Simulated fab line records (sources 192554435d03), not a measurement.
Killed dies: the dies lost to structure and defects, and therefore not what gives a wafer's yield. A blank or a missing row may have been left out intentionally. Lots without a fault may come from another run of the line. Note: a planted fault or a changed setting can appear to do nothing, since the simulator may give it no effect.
fab line records -- flow n5Finfet
record: lots: 7, wafers: 21
route steps=1938 shown MOL_CONTACT_COAG@624 BEOL_M0_SAQP@633 BEOL_M1@758 BEOL_M3@938 BEOL_M5@1132 BEOL_M6@1239
startH: start of the lot's first displayed wafer, in hours after the record's first day -- waitH: hours from the lot's prior step to this one -- " as in the row above -- L1.1+2: a single row standing in for several wafers -- - either no value or no given start -- * or withheld: withheld -- < > ~ a bound
route shown NAME@n: names a module that has steps shown in the file, with the first one's number in the route -- usual: mean/standard deviation of fault-free wafers -- same: alike in all rows -- chamber/n: place in a boat -- sites: readings site by site -- _std_site: how widely they spread, as a standard deviation -- _edge_site: the outer-site mean with the inner-site mean subtracted -- radiusMm: for every site, how far away it sits from the centre of the wafer -- mask NAME#n: copy n -- behind: the last tool/chamber to shape the wafer -- hold: cause of the lot's hold/its duration in hours/its outcome -- device: transistor that didn't switch, given as n, p or np -- end of line: the tests these same wafers got at the end of their route -- for a step that has no rows: nothing shown but its recipe -- killed: not the wafer's yield, but the dies lost to structure and defects at the first sort -- map: per-die view of a wafer (x killed, . not killed, _ where there is no die)
set.NAME: the setting as run; set.NAME@STEP: as run at that earlier step -- model.NAME: the simulator's own value behind a step, which no gauge read
lots with deliberately changed settings; one table per step, one row per wafer
== steps ==
step: N5_MOL_CONTACT_COAG_CVD_140
recipe: material: W, targetThkA: 665, mode: selectiveFill, tempC: 300, timeS: 215
lot.wafer,tool,chamber,startH,waitH,set.targetThkA,model.W_of_MOL_CONTACT_COAG_CVD_140.thkNm
L075.2,cvdW-01,1,109.96,0.1,665,67
L075.3,cvdW-01,0,109.96,0.1,609.3,61
L075.6,cvdW-01,1,109.96,0.1,665,66.8
L078.2,cvdW-02,1,128.68,0.1,665,67.6
L078.3+6,cvdW-02,0,128.68,0.1,665,67.4
L079.2,cvdW-02,0,132.18,0.1,720.2,72.4
L079.5,cvdW-02,0,132.18,0.1,665,66.8
L079.6,cvdW-02,1,132.18,0.1,720.2,72.8
L082.1,cvdW-01,1,148.13,0.1,699.9,70.4
L082.5+6,cvdW-01,"0,1",148.13,0.1,665,67.2
L083.1,cvdW-02,0,156.36,0.1,665,67
L083.4,cvdW-02,0,156.36,0.1,665,67.4
L083.6,cvdW-02,0,156.36,0.1,665,66.6
L087.1,cvdW-01,1,185.49,0.1,637.3,65
L087.4,cvdW-01,1,185.49,0.1,637.3,64
L087.5,cvdW-01,1,185.49,0.1,637.3,64.4
L088.2,cvdW-01,1,187.63,0.1,603.5,60.4
L088.5,cvdW-01,1,187.63,0.1,665,66.2
L088.6,cvdW-01,0,187.63,0.1,665,65.8
step: N5_BEOL_M0_SAQP_ILD_DEP_01
recipe: material: SiOC, targetThkA: 454.19, tempC: 350, precursor: DEMS/O2, pressureTorr: 5, rfW: 500, timeS: 8.7
lot.wafer,tool,chamber,startH,waitH,set.timeS,model.SiOC_of_BEOL_M0_SAQP_ILD_DEP_01.thkNm
L075.2,pecvd-02,1,114.48,0.0,8.7,45.6
L075.3,pecvd-02,2,114.48,0.0,8.7,45.4
L075.6,pecvd-02,2,114.48,0.0,8.7,45.2
L078.2,pecvd-02,0,132.70,0.0,8.7,45.8
L078.3,pecvd-02,2,132.70,0.0,7.574,40
L078.6,pecvd-02,2,132.70,0.0,8.7,47
L079.2,pecvd-01,1,138.70,0.0,7.807,41
L079.5,pecvd-01,2,138.70,0.0,8.7,45.6
L079.6,pecvd-01,1,138.70,0.0,7.807,41.8
L082.1,pecvd-04,2,152.16,0.0,8.7,45.4
L082.5,pecvd-04,0,152.16,0.0,9.118,48
L082.6,pecvd-04,2,152.16,0.0,9.118,47.8
L083.1,pecvd-04,1,160.40,0.0,8.7,44.8
L083.4,pecvd-04,1,160.40,0.0,8.7,45.4
L083.6,pecvd-04,2,160.40,0.0,8.7,45.8
L087.1,pecvd-04,2,189.53,0.0,8.7,44.6
L087.4,pecvd-04,0,189.53,0.0,9.699,51
L087.5,pecvd-04,2,189.53,0.0,8.7,45.6
L088.2,pecvd-02,0,192.52,0.0,8.7,45.8
L088.5,pecvd-02,1,192.52,0.0,7.654,40.6
L088.6,pecvd-02,2,192.52,0.0,7.654,40.8
step: N5_BEOL_M0_SAQP_COAT_08
recipe: resist: CAR-ArF, spinRpm: 1500, resistThkNm: 90
lot.wafer,tool,chamber,startH,waitH,set.spinRpm,model.CAR-ArF_of_BEOL_M0_SAQP_COAT_08.thkNm
L075.2,lithoTrack-03,0,-,-,1500,89.8
L075.3,lithoTrack-03,0,-,-,1632,86.2
L075.6,lithoTrack-03,0,-,-,1632,85.8
L078.2,lithoTrack-02,0,-,-,1628,86.6
L078.3,lithoTrack-02,0,-,-,1500,90
L078.6,lithoTrack-02,0,-,-,1628,86.8
L079.2,lithoTrack-05,0,-,-,1613,86.6
L079.5+6,lithoTrack-05,0,-,-,1613,86.8
L082.1+6,lithoTrack-03,0,-,-,1442,91.8
L082.5,lithoTrack-03,0,-,-,1442,91.6
L083.1,lithoTrack-03,0,-,-,1500,89.8
L083.4+6,lithoTrack-03,0,-,-,1500,90
L087.1+4,lithoTrack-02,0,-,-,1500,90.2
L087.5,lithoTrack-02,0,-,-,1444,91.8
L088.2+5,lithoTrack-05,0,-,-,1612,86.4
L088.6,lithoTrack-05,0,-,-,1500,89.6
step: N5_BEOL_M0_SAQP_EBR_10
recipe: solvent: PGMEA, ebrWidthMm: 1.5
step: N5_BEOL_M0_SAQP_SOFTBAKE_09
recipe: tempC: 110, timeS: 60, resist: CAR-ArF
step: N5_BEOL_M0_SAQP_DESCUM_19
recipe: chemistry: O2, timeS: 7.9, sourcePowerW: 50, biasPowerW: 20, pressureMtorr: 20, rfFrequencyHz: 2.712e+07, tempC: 40, resist: CAR-ArF, o2FlowSccm: 225
step: N5_BEOL_M0_SAQP_ETCH_83
recipe: chemistry: CF4, target: SiARC, targetDepthA: 390, maskMaterial: CAR-ArF, timeS: 65, ionEnergyEv: 80, pressureMtorr: 40, sourceW: 545, biasW: 36, Ar_flow_sccm: 100, cf4FlowSccm: 100, ends: cleared
lot.wafer,tool,chamber,startH,waitH,set.spinRpm@BEOL_M0_SAQP_COAT_08,model.CAR-ArF_of_BEOL_M0_SAQP_COAT_08.thkNm
L075.2,rieDiel-01,1,119.36,0.0,1500,55.4
L075.3,rieDiel-01,0,119.36,0.0,1632,51.8
L075.6,rieDiel-01,1,119.36,0.0,1632,51.6
L078.2,rieDiel-04,3,133.74,0.0,1628,52
L078.3,rieDiel-04,0,133.74,0.0,1500,55.4
L078.6,rieDiel-04,0,133.74,0.0,1628,52.2
L079.2,rieDiel-03,2,139.57,0.0,1613,52.2
L079.5+6,rieDiel-03,"0,1",139.57,0.0,1613,52.4
L082.1,rieDiel-01,3,157.06,0.0,1442,57.2
L082.5+6,rieDiel-01,"1,2",157.06,0.0,1442,57.4
L083.1+6,rieDiel-04,"3,0",161.52,0.0,1500,55.4
L083.4,rieDiel-04,1,161.52,0.0,1500,55.6
L087.1+4,rieDiel-01,"1,0",191.66,0.0,1500,55.8
L087.5,rieDiel-01,0,191.66,0.0,1444,57.4
L088.2+5,rieDiel-03,"0,1",193.93,0.0,1612,52
L088.6,rieDiel-03,2,193.93,0.0,1500,55.2
step: N5_BEOL_M1_COAT_05
recipe: resist: CAR-EUV, spinRpm: 1500, resistThkNm: 30
lot.wafer,tool,chamber,startH,waitH,set.spinRpm,model.CAR-EUV_of_BEOL_M1_COAT_05.thkNm
L075.2,lithoTrack-04,0,-,-,1500,30.2
L075.3,lithoTrack-04,0,-,-,1662,28.8
L075.6,lithoTrack-04,0,-,-,1662,28.6
L078.2+6,lithoTrack-04,0,-,-,1500,30.2
L078.3,lithoTrack-04,0,-,-,1500,30
L079.2,lithoTrack-03,0,-,-,1500,30.2
L079.5+6,lithoTrack-03,0,-,-,1435,30.8
L082.1+5,lithoTrack-03,0,-,-,1500,30
L082.6,lithoTrack-03,0,-,-,1413,31
L083.1+4+6,lithoTrack-03,0,-,-,1500,30
L087.1+4+5,lithoTrack-04,0,-,-,1500,30
L088.2+5+6,lithoTrack-04,0,-,-,1500,30
step: N5_BEOL_M1_EBR_07
recipe: solvent: PGMEA, ebrWidthMm: 1.5
step: N5_BEOL_M1_SOFTBAKE_06
recipe: tempC: 110, timeS: 60, resist: CAR-EUV
step: N5_BEOL_M1_EXPOSE_08
recipe: maskId: M1, na: 0.33, sourceShape: dipole, sigmaInner: 0.369, sigmaOuter: 0.767, polarization: unpolarized, doseMj: 33
step: N5_BEOL_M1_PEB_09
recipe: pebTempC: 100, pebTimeS: 60, resist: CAR-EUV
step: N5_BEOL_M1_DEVELOP_10
recipe: developTimeS: 30, developer: TMAH, resist: CAR-EUV, rinseLiquid: surfactantRinse, dry: airSpin, devTempC: 23
lot.wafer,tool,chamber,startH,waitH,set.spinRpm@BEOL_M1_COAT_05,model.CAR-EUV_of_BEOL_M1_COAT_05.thkNm
L075.2,lithoTrack-02,0,-,-,1500,29.8
L075.3+6,lithoTrack-02,0,-,-,1662,28.2
L078.2+6,lithoTrack-03,0,-,-,1500,29.8
L078.3,lithoTrack-03,0,-,-,1500,29.6
L079.2,lithoTrack-04,0,-,-,1500,29.6
L079.5+6,lithoTrack-04,0,-,-,1435,30.4
L082.1+5,lithoTrack-02,0,-,-,1500,29.6
L082.6,lithoTrack-02,0,-,-,1413,30.6
L083.1+6,lithoTrack-02,0,-,-,1500,29.6
L083.4,lithoTrack-02,0,-,-,1500,29.4
L087.1+4+5,lithoTrack-02,0,-,-,1500,29.6
L088.2+5,lithoTrack-03,0,-,-,1500,29.4
L088.6,lithoTrack-03,0,-,-,1500,29.6
step: N5_BEOL_M1_DESCUM_16
recipe: chemistry: O2, timeS: 7, sourcePowerW: 50, biasPowerW: 20, pressureMtorr: 20, rfFrequencyHz: 2.712e+07, tempC: 40, resist: CAR-EUV, o2FlowSccm: 225
lot.wafer,tool,chamber,startH,waitH,set.spinRpm@BEOL_M1_COAT_05,model.CAR-EUV_of_BEOL_M1_COAT_05.thkNm
L075.2,rieDiel-03,1,135.40,0.0,1500,26.2
L075.3,rieDiel-03,2,135.40,0.0,1662,24.8
L075.6,rieDiel-03,1,135.40,0.0,1662,24.6
L078.2+6,rieDiel-01,2,145.76,0.0,1500,26.4
L078.3,rieDiel-01,1,145.76,0.0,1500,26.2
L079.2,rieDiel-04,3,156.93,0.1,1500,26.2
L079.5,rieDiel-04,1,156.93,0.1,1435,26.8
L079.6,rieDiel-04,2,156.93,0.1,1435,27
L082.1+5,rieDiel-01,1,173.39,0.0,1500,26.2
L082.6,rieDiel-01,3,173.39,0.0,1413,27
L083.1,rieDiel-04,2,178.56,0.3,1500,26.2
L083.4+6,rieDiel-04,"3,0",178.56,0.3,1500,26
L087.1+4+5,rieDiel-03,"3,1,0",204.37,0.0,1500,26
L088.2+5+6,rieDiel-03,"1,1,2",212.88,0.2,1500,26
step: N5_BEOL_M1_ETCH_74
recipe: chemistry: N2/H2, target: underlayer, targetDepthA: 65, maskMaterial: CAR-EUV, timeS: 5.2, ionEnergyEv: 200, pressureMtorr: 30, sourceW: 840, biasW: 150, n2FlowSccm: 200, h2FlowSccm: 200, ends: cleared
usual: rfVppV: 523.7/2.7
lot.wafer,tool,chamber,startH,waitH,set.biasW,rfVppV
L075.2,rieDiel-03,1,135.43,0.0,168.3,562.7
L075.3,rieDiel-03,2,135.43,0.0,150,525.1
L075.6,rieDiel-03,1,135.43,0.0,168.3,563.2
L078.2,rieDiel-01,2,145.80,0.0,136.2,489.6
L078.3,rieDiel-01,1,145.80,0.0,150,521.3
L078.6,rieDiel-01,2,145.80,0.0,136.2,491.5
L079.2,rieDiel-04,3,156.97,0.0,142.2,505.2
L079.5,rieDiel-04,1,156.97,0.0,150,523.3
L079.6,rieDiel-04,2,156.97,0.0,142.2,503.7
L082.1,rieDiel-01,1,173.42,0.0,150,522.5
L082.5,rieDiel-01,1,173.42,0.0,150,520.2
L082.6,rieDiel-01,3,173.42,0.0,150,526.0
L083.1,rieDiel-04,2,178.59,0.0,150,521.0
L083.4,rieDiel-04,3,178.59,0.0,150,524.2
L083.6,rieDiel-04,0,178.59,0.0,150,527.1
L087.1,rieDiel-03,3,204.40,0.0,169.5,564.5
L087.4,rieDiel-03,1,204.40,0.0,150,524.1
L087.5,rieDiel-03,0,204.40,0.0,150,528.9
L088.2,rieDiel-03,1,212.91,0.0,150,524.1
L088.5,rieDiel-03,1,212.91,0.0,150,523.4
L088.6,rieDiel-03,2,212.91,0.0,150,522.9
step: N5_BEOL_M3_COAT_05
recipe: resist: CAR-EUV, spinRpm: 1500, resistThkNm: 30
lot.wafer,tool,chamber,startH,waitH,set.spinRpm,model.CAR-EUV_of_BEOL_M3_COAT_05.thkNm
L075.2,lithoTrack-04,0,-,-,1500,29.8
L075.3,lithoTrack-04,0,-,-,1548,29.4
L075.6,lithoTrack-04,0,-,-,1500,30
L079.2+5,lithoTrack-01,0,-,-,1581,29.2
L079.6,lithoTrack-01,0,-,-,1500,29.8
L078.2,lithoTrack-03,0,-,-,1500,29.8
L078.3+6,lithoTrack-03,0,-,-,1403,30.8
L083.1+4+6,lithoTrack-01,0,-,-,1500,30
L082.1+5+6,lithoTrack-03,0,-,-,1500,30
L087.1+5,lithoTrack-03,0,-,-,1341,31.8
L087.4,lithoTrack-03,0,-,-,1500,30.2
L088.2,lithoTrack-03,0,-,-,1356,31.6
L088.5+6,lithoTrack-03,0,-,-,1500,30.2
step: N5_BEOL_M3_EBR_07
recipe: solvent: PGMEA, ebrWidthMm: 1.5
step: N5_BEOL_M3_SOFTBAKE_06
recipe: tempC: 110, timeS: 60, resist: CAR-EUV
step: N5_BEOL_M3_DESCUM_16
recipe: chemistry: O2, timeS: 7, sourcePowerW: 50, biasPowerW: 20, pressureMtorr: 20, rfFrequencyHz: 2.712e+07, tempC: 40, resist: CAR-EUV, o2FlowSccm: 225
lot.wafer,tool,chamber,startH,waitH,set.spinRpm@BEOL_M3_COAT_05,model.CAR-EUV_of_BEOL_M3_COAT_05.thkNm
L075.2+6,rieDiel-04,"1,3",173.31,0.0,1500,26
L075.3,rieDiel-04,2,173.31,0.0,1548,25.6
L079.2+5,rieDiel-04,2,177.84,0.1,1581,25.2
L079.6,rieDiel-04,3,177.84,0.1,1500,26
L078.2,rieDiel-03,0,178.08,0.2,1500,25.8
L078.3,rieDiel-03,1,178.08,0.2,1403,27
L078.6,rieDiel-03,2,178.08,0.2,1403,26.8
L083.1+4,rieDiel-01,"3,2",201.74,0.3,1500,26
L083.6,rieDiel-01,0,201.74,0.3,1500,26.2
L082.1,rieDiel-04,3,203.51,0.0,1500,26
L082.5+6,rieDiel-04,"2,3",203.51,0.0,1500,26.2
L087.1+5,rieDiel-01,"2,1",245.36,0.0,1341,28
L087.4,rieDiel-01,2,245.36,0.0,1500,26.2
L088.2,rieDiel-01,1,247.08,0.5,1356,27.8
L088.5,rieDiel-01,2,247.08,0.5,1500,26.4
L088.6,rieDiel-01,0,247.08,0.5,1500,26.2
step: N5_BEOL_M5_ETCH_62
recipe: chemistry: N2/H2, target: SOC, targetDepthA: 750, overetchA: 150, maskMaterial: SiARC, tempC: 40, timeS: 112.5, ionEnergyEv: 200, pressureMtorr: 30, sourceW: 840, biasW: 150, n2FlowSccm: 200, h2FlowSccm: 200
usual: rfVppV: 523.7/2.5
lot.wafer,tool,chamber,startH,waitH,set.sourceW,rfVppV
L075.2,rieDiel-01,0,199.40,0.0,745.3,548.7
L075.3,rieDiel-01,3,199.40,0.0,745.3,546.8
L075.6,rieDiel-01,3,199.40,0.0,840,525.5
L079.2,rieDiel-04,3,210.37,0.0,840,524.0
L079.5,rieDiel-04,3,210.37,0.0,840,523.5
L079.6,rieDiel-04,0,210.37,0.0,840,525.5
L078.2,rieDiel-04,2,212.72,0.0,981.2,493.7
L078.3,rieDiel-04,3,212.72,0.0,840,524.5
L078.6,rieDiel-04,1,212.72,0.0,981.2,497.1
L083.1,rieDiel-01,2,236.83,0.0,840,523.2
L083.4,rieDiel-01,1,236.83,0.0,840,521.0
L083.6,rieDiel-01,2,236.83,0.0,840,522.2
L082.1,rieDiel-01,1,245.84,0.0,786.1,532.1
L082.5,rieDiel-01,2,245.84,0.0,786.1,534.0
L082.6,rieDiel-01,1,245.84,0.0,840,519.0
L087.1,rieDiel-01,2,268.57,0.0,840,522.4
L087.4,rieDiel-01,0,268.57,0.0,840,528.1
L087.5,rieDiel-01,3,268.57,0.0,840,525.3
L088.2,rieDiel-04,0,271.90,0.0,840,525.3
L088.5,rieDiel-04,3,271.90,0.0,840,524.7
L088.6,rieDiel-04,0,271.90,0.0,840,525.2
step: N5_BEOL_M5_COAT_66
recipe: resist: SiARC, tempC: 220, timeS: 60, spinRpm: 1500, resistThkNm: 12
lot.wafer,tool,chamber,startH,waitH,set.spinRpm,model.SiARC_of_BEOL_M5_COAT_66.thkNm
L075.2+3,lithoTrack-05,0,-,-,1500,12
L075.6,lithoTrack-05,0,-,-,1621,11.6
L079.2+6,lithoTrack-05,0,-,-,1500,12
L079.5,lithoTrack-05,0,-,-,1608,11.6
L078.2,lithoTrack-05,0,-,-,1354,12.6
L078.3+6,lithoTrack-05,0,-,-,1500,12
L083.1+4+6,lithoTrack-04,0,-,-,1500,12
L082.1+5+6,lithoTrack-05,0,-,-,1500,12
L087.1+4,lithoTrack-05,0,-,-,1379,12.6
L087.5,lithoTrack-05,0,-,-,1500,12
L088.2,lithoTrack-05,0,-,-,1666,11.4
L088.5+6,lithoTrack-05,0,-,-,1500,12
step: N5_BEOL_M5_COAT_74
recipe: resist: underlayer, tempC: 205, timeS: 60, spinRpm: 1500, resistThkNm: 5
step: N5_BEOL_M5_COAT_22
recipe: resist: CAR-EUV, spinRpm: 1500, resistThkNm: 30
step: N5_BEOL_M5_DESCUM_33
recipe: chemistry: O2, timeS: 7, sourcePowerW: 50, biasPowerW: 20, pressureMtorr: 20, rfFrequencyHz: 2.712e+07, tempC: 40, resist: CAR-EUV, o2FlowSccm: 225
step: N5_BEOL_M5_ETCH_75
recipe: chemistry: N2/H2, target: underlayer, targetDepthA: 65, maskMaterial: CAR-EUV, timeS: 5.2, ionEnergyEv: 200, pressureMtorr: 30, sourceW: 840, biasW: 150, n2FlowSccm: 200, h2FlowSccm: 200, ends: cleared
step: N5_BEOL_M5_ETCH_67
recipe: chemistry: CF4, target: SiARC, targetDepthA: 156, maskMaterial: CAR-EUV, timeS: 26, ionEnergyEv: 80, pressureMtorr: 40, sourceW: 545, biasW: 36, Ar_flow_sccm: 100, cf4FlowSccm: 100, ends: cleared
lot.wafer,tool,chamber,startH,waitH,set.spinRpm@BEOL_M5_COAT_66,model.CAR-EUV_of_BEOL_M5_COAT_22.thkNm,model.etch.depthNm
L075.2,rieDiel-03,2,201.71,0.0,1500,11,11.93
L075.3,rieDiel-03,3,201.71,0.0,1500,11,11.96
L075.6,rieDiel-03,1,201.71,0.0,1621,11.4,11.5
L079.2,rieDiel-03,3,211.51,0.0,1500,11.2,12.06
L079.5,rieDiel-03,3,211.51,0.0,1608,11.4,11.58
L079.6,rieDiel-03,0,211.51,0.0,1500,11,12.02
L078.2,rieDiel-01,1,218.53,0.0,1354,10.8,12.65
L078.3,rieDiel-01,3,218.53,0.0,1500,11,12.02
L078.6,rieDiel-01,0,218.53,0.0,1500,11.2,12
L083.1,rieDiel-01,0,238.82,0.0,1500,11.2,12.04
L083.4,rieDiel-01,2,238.82,0.0,1500,11.4,12.01
L083.6,rieDiel-01,0,238.82,0.0,1500,11.2,12.02
L082.1,rieDiel-01,2,247.47,0.0,1500,11.4,11.96
L082.5,rieDiel-01,2,247.47,0.0,1500,11.2,11.95
L082.6,rieDiel-01,0,247.47,0.0,1500,11.2,11.93
L087.1,rieDiel-04,2,270.18,0.0,1379,10.8,12.5
L087.4,rieDiel-04,3,270.18,0.0,1379,10.8,12.54
L087.5,rieDiel-04,0,270.18,0.0,1500,11.2,11.94
L088.2,rieDiel-01,0,275.24,0.0,1666,11.6,11.36
L088.5,rieDiel-01,0,275.24,0.0,1500,11.2,12.02
L088.6,rieDiel-01,1,275.24,0.0,1500,11.2,12.05
step: N5_BEOL_M5_ETCH_68
recipe: chemistry: N2/H2, target: SOC, targetDepthA: 800, overetchA: 160, maskMaterial: SiARC, tempC: 40, timeS: 120, ionEnergyEv: 200, pressureMtorr: 30, sourceW: 840, biasW: 150, n2FlowSccm: 200, h2FlowSccm: 200
lot.wafer,tool,chamber,startH,waitH,set.spinRpm@BEOL_M5_COAT_66,model.SiARC_of_BEOL_M5_COAT_66.thkNm
L075.2,rieDiel-03,2,201.74,0.0,1500,6.4
L075.3,rieDiel-03,3,201.74,0.0,1500,6.2
L075.6,rieDiel-03,1,201.74,0.0,1621,5.8
L079.2+6,rieDiel-03,"3,0",211.53,0.0,1500,6.4
L079.5,rieDiel-03,3,211.53,0.0,1608,6
L078.2,rieDiel-01,1,218.55,0.0,1354,7.4
L078.3+6,rieDiel-01,"3,0",218.55,0.0,1500,6.2
L083.1+4,rieDiel-01,"0,2",238.85,0.0,1500,6.4
L083.6,rieDiel-01,0,238.85,0.0,1500,6.2
L082.1+5,rieDiel-01,2,247.49,0.0,1500,6.4
L082.6,rieDiel-01,0,247.49,0.0,1500,6.2
L087.1,rieDiel-04,2,270.21,0.0,1379,7.2
L087.4,rieDiel-04,3,270.21,0.0,1379,6.8
L087.5,rieDiel-04,0,270.21,0.0,1500,6.2
L088.2,rieDiel-01,0,275.27,0.0,1666,5.4
L088.5,rieDiel-01,0,275.27,0.0,1500,6.2
L088.6,rieDiel-01,1,275.27,0.0,1500,6.8
step: N5_BEOL_M6_TRENCH_ETCH_37
recipe: chemistry: C4F6/O2, targetDepthA: 944.35, target: SiCOH_lowk, timeS: 31.5, ionEnergyEv: 250, pressureMtorr: 30, sourceW: 345, biasW: 185, Ar_flow_sccm: 300, C4F6_flow_sccm: 10, O2_flow_sccm: 10
usual: rfVppV: 656/17
lot.wafer,tool,chamber,startH,waitH,set.biasW,rfVppV
L075.2,rieDiel-06,3,-,-,185,676
L075.3,rieDiel-06,0,-,-,185,644
L075.6,rieDiel-06,3,-,-,185,675
L079.2,rieDiel-02,0,-,-,185,682
L079.5,rieDiel-02,1,-,-,185,662
L079.6,rieDiel-02,0,-,-,215,770
L078.2,rieDiel-05,0,-,-,185,639
L078.3,rieDiel-05,2,-,-,208.9,694
L078.6,rieDiel-05,1,-,-,185,654
L083.1,rieDiel-05,1,-,-,185,654
L083.4,rieDiel-05,0,-,-,185,641
L083.6,rieDiel-05,0,-,-,185,641
L082.1,rieDiel-06,3,-,-,185,676
L082.5,rieDiel-06,3,-,-,185,676
L082.6,rieDiel-06,0,-,-,185,640
L087.1,rieDiel-06,0,-,-,152.2,550
L087.4,rieDiel-06,1,-,-,185,664
L087.5,rieDiel-06,1,-,-,185,665
L088.2,rieDiel-05,2,-,-,185,629
L088.5,rieDiel-05,3,-,-,185,657
L088.6,rieDiel-05,2,-,-,185,629
== key ==
split: step: N5_MOL_CONTACT_COAG_CVD_140, setting: targetThkA, stated: 665, by: wafer
response: step: N5_MOL_CONTACT_COAG_CVD_140, reading: model.W_of_MOL_CONTACT_COAG_CVD_140.thkNm, change: +0.659, per: 1%, r: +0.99
split: step: N5_BEOL_M0_SAQP_ILD_DEP_01, setting: timeS, stated: 8.7, by: wafer
response: step: N5_BEOL_M0_SAQP_ILD_DEP_01, reading: model.SiOC_of_BEOL_M0_SAQP_ILD_DEP_01.thkNm, change: +0.467, per: 1%, r: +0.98
split: step: N5_BEOL_M0_SAQP_COAT_08, setting: spinRpm, stated: 1500, by: wafer
response: step: N5_BEOL_M0_SAQP_COAT_08, reading: model.CAR-ArF_of_BEOL_M0_SAQP_COAT_08.thkNm, change: -0.416, per: 1%, r: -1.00
response: step: N5_BEOL_M0_SAQP_ETCH_83, reading: model.CAR-ArF_of_BEOL_M0_SAQP_COAT_08.thkNm, change: -0.412, per: 1%, r: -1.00
split: step: N5_BEOL_M1_COAT_05, setting: spinRpm, stated: 1500, by: wafer
response: step: N5_BEOL_M1_COAT_05, reading: model.CAR-EUV_of_BEOL_M1_COAT_05.thkNm, change: -0.146, per: 1%, r: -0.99
response: step: N5_BEOL_M1_DEVELOP_10, reading: model.CAR-EUV_of_BEOL_M1_COAT_05.thkNm, change: -0.157, per: 1%, r: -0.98
response: step: N5_BEOL_M1_DESCUM_16, reading: model.CAR-EUV_of_BEOL_M1_COAT_05.thkNm, change: -0.141, per: 1%, r: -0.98
split: step: N5_BEOL_M1_ETCH_74, setting: biasW, stated: 150, by: wafer
response: step: N5_BEOL_M1_ETCH_74, reading: rfVppV, change: +3.11, per: 1%, r: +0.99
split: step: N5_BEOL_M3_COAT_05, setting: spinRpm, stated: 1500, by: wafer
response: step: N5_BEOL_M3_COAT_05, reading: model.CAR-EUV_of_BEOL_M3_COAT_05.thkNm, change: -0.146, per: 1%, r: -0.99
response: step: N5_BEOL_M3_DESCUM_16, reading: model.CAR-EUV_of_BEOL_M3_COAT_05.thkNm, change: -0.162, per: 1%, r: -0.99
split: step: N5_BEOL_M5_ETCH_62, setting: sourceW, stated: 840, by: wafer
response: step: N5_BEOL_M5_ETCH_62, reading: rfVppV, change: -1.84, per: 1%, r: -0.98
split: step: N5_BEOL_M5_COAT_66, setting: spinRpm, stated: 1500, by: wafer
response: step: N5_BEOL_M5_COAT_66, reading: model.SiARC_of_BEOL_M5_COAT_66.thkNm, change: -0.0587, per: 1%, r: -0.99
response: step: N5_BEOL_M5_ETCH_67, reading: model.CAR-EUV_of_BEOL_M5_COAT_22.thkNm, change: +0.04, per: 1%, r: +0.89
response: step: N5_BEOL_M5_ETCH_67, reading: model.etch.depthNm, change: -0.0633, per: 1%, r: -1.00
response: step: N5_BEOL_M5_ETCH_68, reading: model.SiARC_of_BEOL_M5_COAT_66.thkNm, change: -0.0932, per: 1%, r: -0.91
split: step: N5_BEOL_M6_TRENCH_ETCH_37, setting: biasW, stated: 185, by: wafer
response: step: N5_BEOL_M6_TRENCH_ETCH_37, reading: rfVppV, change: +5.69, per: 1%, r: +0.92
